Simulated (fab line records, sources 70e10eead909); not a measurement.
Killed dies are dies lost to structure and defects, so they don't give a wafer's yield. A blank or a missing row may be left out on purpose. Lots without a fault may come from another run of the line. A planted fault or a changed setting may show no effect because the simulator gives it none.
Chamber matching | flow nand_harc | NHARC_P_GATE_STRIP_101 on rie_diel-02: 4 sister chambers
The step strips in O2, time 20 s. 8 wafers are shown with their chamber, then 9 later ones without.

WAFERS WITH THEIR CHAMBER
wafer  | chamber | oes_product_au (a.u.) | rf_vpp_V (V)
L082.2 | 3       | 1.008                 | 57.8
L082.5 | 0       | 1.009                 | 57.6
L082.6 | 3       | 0.993                 | 58.4
L087.2 | 1       | 0.997                 | 56.8
L087.3 | 0       | 1.010                 | 58.2
L093.3 | 2       | 0.994                 | 58.1
L093.4 | 1       | 1.006                 | 56.4
L093.6 | 2       | 1.017                 | 58.5

WAFERS WITHOUT THEIR CHAMBER
wafer  | oes_product_au (a.u.) | rf_vpp_V (V)
L095.2 | 0.996                 | 58.1
L095.4 | 1.014                 | 57.2
L095.5 | 1.005                 | 57.2
L096.1 | 0.992                 | 56.9
L096.3 | 1.002                 | 58.8
L096.4 | 0.991                 | 59.4
L097.2 | 1.007                 | 58.1
L097.4 | 1.005                 | 58.1
L097.6 | 0.999                 | 57.4

WHICH CHAMBER EACH WENT THROUGH
wafer  | from the rows above               | in truth
L095.2 | can't be placed: 3 or 2 or 0      | 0
L095.4 | can't be placed: 0 or 1 or 3 or 2 | 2
L095.5 | can't be placed: 1 or 0 or 3 or 2 | 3
L096.1 | 1                                 | 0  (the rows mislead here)
L096.3 | can't be placed: 2 or 3 or 0      | 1
L096.4 | can't be placed: 2 or 3 or 0      | 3
L097.2 | can't be placed: 2 or 0 or 3      | 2
L097.4 | can't be placed: 3 or 2 or 0      | 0
L097.6 | can't be placed: 0 or 3 or 1 or 2 | 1
Placed correctly: 0 of 9. Can't be placed from these rows: 8 (the true chamber is among the candidates in 7). Placed wrongly: 1.
How it was worked out, from the rows above alone: a wafer's distance from a chamber is the root of the sum, over the readings, of the square of ((its reading less the chamber's mean) divided by the reading's scatter). The wafer belongs to the nearest chamber; if the next one is less than 2 further off, it can't be placed. A chamber's mean is the mean of its shown wafers. The scatter: the root of (the sum of the squares of (reading less its chamber's mean) over the shown wafers, divided by (wafers less chambers)).
